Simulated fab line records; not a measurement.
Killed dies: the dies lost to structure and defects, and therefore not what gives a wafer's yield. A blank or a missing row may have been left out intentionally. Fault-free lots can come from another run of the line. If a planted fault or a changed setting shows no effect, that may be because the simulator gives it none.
Which tool did it? | flow nand harc | 6 lots, 18 wafers sampled, at 1 step of a route of 1302

WHAT THE GAUGES SHOWED, per wafer
NHARC_A_SGD_CUT_INSPECT_11.
lot  | measured     | on                | raw defect count
L879 | day 20 01:21 | defect inspect-02 | 22 15 20
L881 | day 20 12:39 | defect inspect-01 | 105 89 102
L888 | day 24 00:55 | defect inspect-02 | 91 86 77
L892 | day 25 13:31 | defect inspect-01 | 59 53 62
L895 | day 27 08:36 | defect inspect-01 | 26 29 23
L900 | day 28 18:35 | defect inspect-01 | 5 3 2

TOOL THAT RAN EACH LOT (tool first, then ch and the chambers of the sampled wafers, then the start)
The record shows no process step preceding these readings.

THE ANSWER, worked out from the rows above alone
Rule: the usual values come from the lots themselves. The widest of any qualifying gaps counts: lots, ordered by their means at a reading, are off when they make up no more than a third of the lots, leave a main group of 4 or more, and stand apart from it by 3 or more times the standard deviation of that group's means. A main group whose means are all the same, to the digits that the tables above print for the reading, isn't used. Also off: a lot with no number at a reading for which 4 or more lots have one. The other lots that the step has rows for count as sound.
Across all readings shown, no lot is off: no conclusion can be drawn from this.

WHAT WAS PUT IN BY THE SIMULATOR
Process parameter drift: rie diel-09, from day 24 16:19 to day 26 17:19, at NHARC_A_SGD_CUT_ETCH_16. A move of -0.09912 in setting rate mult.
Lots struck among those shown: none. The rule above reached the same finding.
